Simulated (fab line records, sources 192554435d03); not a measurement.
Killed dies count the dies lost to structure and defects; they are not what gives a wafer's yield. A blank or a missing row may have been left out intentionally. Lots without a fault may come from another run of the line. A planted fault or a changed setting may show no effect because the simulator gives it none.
Lot-split experiment	flow n5_finfet	7 lots, 21 wafers read, on a route of 1938 steps

## SPLIT DETAILS
At N5_SDB_COAT_05 (resist thk 90 nm), the setting spin_rpm was moved away from the recipe's 1500 rpm on 8 of the 21 wafers read, by -10.9% to +7.9%. All remaining wafers had this setting at the recipe value.

## FROM THE SPLIT TO THE READING: what the file shows between them, 5 steps
- N5_SDB_EBR_07
- N5_SDB_SOFTBAKE_06: time 60 s
- N5_SDB_EXPOSE_08: exposes mask SDB
- N5_SDB_PEB_09: peb time 60 s
- N5_SDB_DEVELOP_10: develop time 30 s

## THE READING
CAR-ArF_of_SDB_COAT_05.thk_nm (the simulator's own value, which no gauge read), in nm, at N5_SDB_DESCUM_16 (chemistry O2, time 7.9 s). No usual value for it is given in the file. The 13 wafers here that ran the recipe average 83.6 nm, standard deviation 0.28 nm.

wafer	tool, chamber at the split	spin_rpm as run, rpm	against the recipe	CAR-ArF_of_SDB_COAT_05.thk_nm, nm	against lot-mates on the recipe
L075.1	litho_track-03, 0	1500	recipe	84.2	-
L075.3	litho_track-03, 0	1500	recipe	84.2	-
L075.4	litho_track-03, 0	1413	-5.8%	86.8	+2.6
L076.1	litho_track-03, 0	1500	recipe	83.6	-
L076.2	litho_track-03, 0	1336	-10.9%	89.2	+5.4
L076.6	litho_track-03, 0	1500	recipe	84	-
L081.1	litho_track-03, 0	1619	+7.9%	80.4	-3.2
L081.3	litho_track-03, 0	1500	recipe	83.6	-
L081.6	litho_track-03, 0	1619	+7.9%	80	-3.6
L083.1	litho_track-05, 0	1500	recipe	83.4	-
L083.3	litho_track-05, 0	1500	recipe	83.4	-
L083.4	litho_track-05, 0	1500	recipe	83.4	-
L086.1	litho_track-05, 0	1350	-10.0%	88.6	+5.0
L086.3	litho_track-05, 0	1500	recipe	83.6	-
L086.5	litho_track-05, 0	1500	recipe	83.6	-
L095.2	litho_track-03, 0	1500	recipe	83.4	-
L095.6	litho_track-03, 0	1500	recipe	83.4	-
L095.5	litho_track-03, 0	1563	+4.2%	81.6	-1.8
L096.2	litho_track-01, 0	1547	+3.1%	82.4	-1.2
L096.3	litho_track-01, 0	1547	+3.1%	82.2	-1.4
L096.6	litho_track-01, 0	1500	recipe	83.6	-

THE FIT
A straight line over all 21 wafers: CAR-ArF_of_SDB_COAT_05.thk_nm changes by -0.481 nm for each +1% of spin_rpm; r = -0.99; the points scatter about the line by 0.29 nm.
The same after taking each lot's own level away (the mean of its wafers on the recipe; 21 wafers): -0.465 nm for each +1%; r = -1.00; scatter 0.17 nm.
That fit puts the effect of the largest move of spin_rpm on the reading at 5.1 nm.
The lots' own levels span 83.40 to 84.20 nm, that is 2.8 times the standard deviation above.
Consequently the slope shifts little with the lot-to-lot level, the two slopes agreeing.
Check: for one of the wafers moved furthest among these (-10.9%), held out of the fit, the line's prediction against its lot-mates is +5.05 nm. Against them it came out at +5.4 nm.

## OTHER SPLITS APPLIED TO THESE WAFERS
Note: prior to the reading, these wafers also went through further splits. Each is held against what the fit with the lots' levels taken away leaves over:
other split on the same wafers	wafers away from the commonest value	r with CAR-ArF_of_SDB_COAT_05.thk_nm (lot level and that fit taken away)
N5_SD_EPI_N_DESCUM_14 time_s	10	+0.30
N5_ILD0_PRECLEAN_10 time_s	11	+0.02

## THE WHOLE CHAIN: every reading that the file lists as answering this split, in the file's order
step	what it does	reading	change (the file's fit)	r (the file's)
N5_SDB_COAT_05	resist thk 90 nm	CAR-ArF_of_SDB_COAT_05.thk_nm (the simulator's own value, which no gauge read)	-0.48 nm for each +1% of the setting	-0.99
N5_SDB_DEVELOP_10	develop time 30 s	CAR-ArF_of_SDB_COAT_05.thk_nm (the simulator's own value, which no gauge read)	-0.491 nm for each +1% of the setting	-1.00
N5_SDB_DESCUM_16	chemistry O2, time 7.9 s	CAR-ArF_of_SDB_COAT_05.thk_nm (the simulator's own value, which no gauge read)	-0.474 nm for each +1% of the setting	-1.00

## FILE'S OWN FIT
CAR-ArF_of_SDB_COAT_05.thk_nm changes by -0.474 nm for each +1% of spin_rpm, r = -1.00.
